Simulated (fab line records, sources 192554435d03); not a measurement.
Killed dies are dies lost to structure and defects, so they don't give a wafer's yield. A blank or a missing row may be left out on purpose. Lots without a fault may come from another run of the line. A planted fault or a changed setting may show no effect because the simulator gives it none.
Split-lot experiment | flow n5_finfet | 7 lots, 39 wafers read, on a route of 1938 steps

THE SPLIT
At N5_PASSIVATION_ETCH_54 (etches SiO2 in CHF3/O2, target depth 880 nm, time 440 s), the setting target_depth_a was moved away from the recipe's 8800 angstrom on 15 of the 39 wafers read, by -32.3% to +37.4%. The other wafers ran this setting at the recipe's value.

The reading is taken at the split's own step.

THE READING
etch.depth_nm (the simulator's own value, which no gauge read), in nm, at N5_PASSIVATION_ETCH_54 (etches SiO2 in CHF3/O2, target depth 880 nm, time 440 s). The file gives no usual value for it. The 24 wafers here that ran the recipe average 880.8 nm, standard deviation 14 nm.

wafer  | tool, chamber at the split | target_depth_a as run, angstrom | against the recipe | etch.depth_nm, nm | against lot-mates on the recipe
L082.1 | rie_diel-05, 1             | 8800                            | recipe             | 851.9             | -
L082.2 | rie_diel-05, 3             | 8800                            | recipe             | 896.7             | -
L082.3 | rie_diel-05, 2             | 8800                            | recipe             | 882.5             | -
L082.4 | rie_diel-05, 0             | 8800                            | recipe             | 858.8             | -
L082.5 | rie_diel-05, 1             | 8800                            | recipe             | 855.6             | -
L082.6 | rie_diel-05, 2             | 8800                            | recipe             | 872.2             | -
L078.1 | rie_diel-06, 0             | 10760                           | +22.3%             | 1086              | +209.7
L078.2 | rie_diel-06, 2             | 8800                            | recipe             | 872.3             | -
L078.3 | rie_diel-06, 3             | 8800                            | recipe             | 883.3             | -
L078.4 | rie_diel-06, 1             | 10760                           | +22.3%             | 1081              | +204.7
L078.5 | rie_diel-06, 0             | 10760                           | +22.3%             | 1083              | +206.7
L078.6 | rie_diel-06, 3             | 8800                            | recipe             | 873.3             | -
L083.1 | rie_diel-03, 1             | 8800                            | recipe             | 897.2             | -
L083.4 | rie_diel-03, 3             | 8800                            | recipe             | 888.1             | -
L083.5 | rie_diel-03, 0             | 8800                            | recipe             | 887.5             | -
L088.1 | rie_diel-06, 1             | 10470                           | +19.0%             | 1053              | +178.3
L088.2 | rie_diel-06, 2             | 10470                           | +19.0%             | 1026              | +151.3
L088.3 | rie_diel-06, 0             | 8800                            | recipe             | 878.5             | -
L088.4 | rie_diel-06, 3             | 10470                           | +19.0%             | 1060              | +185.3
L088.5 | rie_diel-06, 2             | 8800                            | recipe             | 861.9             | -
L088.6 | rie_diel-06, 1             | 8800                            | recipe             | 883.6             | -
L093.1 | rie_diel-05, 0             | 5957                            | -32.3%             | 599               | -288.7
L093.2 | rie_diel-05, 1             | 8800                            | recipe             | 878.5             | -
L093.3 | rie_diel-05, 3             | 5957                            | -32.3%             | 606.2             | -281.5
L093.4 | rie_diel-05, 1             | 5957                            | -32.3%             | 595.9             | -291.8
L093.5 | rie_diel-05, 0             | 8800                            | recipe             | 881.1             | -
L093.6 | rie_diel-05, 3             | 8800                            | recipe             | 903.5             | -
L094.1 | rie_diel-05, 1             | 6266                            | -28.8%             | 634.3             | -259.1
L094.2 | rie_diel-05, 3             | 8800                            | recipe             | 907.4             | -
L094.3 | rie_diel-05, 0             | 8800                            | recipe             | 885               | -
L094.4 | rie_diel-05, 3             | 6266                            | -28.8%             | 643               | -250.4
L094.5 | rie_diel-05, 1             | 8800                            | recipe             | 887.9             | -
L094.6 | rie_diel-05, 0             | 6266                            | -28.8%             | 627               | -266.4
L096.1 | rie_diel-03, 1             | 12090                           | +37.4%             | 1222              | +337.7
L096.2 | rie_diel-03, 0             | 8800                            | recipe             | 885.2             | -
L096.3 | rie_diel-03, 2             | 12090                           | +37.4%             | 1215              | +330.7
L096.4 | rie_diel-03, 3             | 8800                            | recipe             | 882.5             | -
L096.5 | rie_diel-03, 0             | 8800                            | recipe             | 885.3             | -
L096.6 | rie_diel-03, 1             | 12090                           | +37.4%             | 1220              | +335.7

THE FIT
A straight line over all 39 wafers: etch.depth_nm changes by +8.82 nm for each +1% of target_depth_a; r = +1.00; the points scatter about the line by 13 nm.
The same after taking each lot's own level away (the mean of its wafers on the recipe; 39 wafers): +8.99 nm for each +1%; r = +1.00; scatter 9.9 nm.
On that fit, the largest move of target_depth_a shifts the reading by 3.4e+02 nm.
The lots' own levels span 869.62 to 893.43 nm, that is 1.7 times the standard deviation above.
So the lot-to-lot level changes the slope little: the two slopes agree.
Check: with one of the wafers moved furthest among these (+37.4%) left out of the fit, the line predicts +337 nm for it against its lot-mates. It came out at +338 nm against them.

THE WHOLE CHAIN: every reading that the file lists as answering this split, in the file's order
step                    | what it does                                            | reading                                                                       | change (the file's fit)                                                         | r (the file's)
N5_PASSIVATION_ETCH_54  | etches SiO2 in CHF3/O2, target depth 880 nm, time 440 s | PASSIVATION.feature_depth_nm (the simulator's own value, which no gauge read) | +8.99 nm for each +1% of the setting                                            | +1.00
N5_PASSIVATION_ETCH_54  | etches SiO2 in CHF3/O2, target depth 880 nm, time 440 s | etch.depth_nm (the simulator's own value, which no gauge read)                | +8.99 nm for each +1% of the setting                                            | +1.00
N5_PASSIVATION_PROBE_49 |                                                         | sort_bin_5_function                                                           | not straight: 96.9 at the lowest setting, 5.2 at the recipe, 7.1 at the highest | not given

THE FILE'S OWN FIT
etch.depth_nm changes by +8.99 nm for each +1% of target_depth_a, r = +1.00.
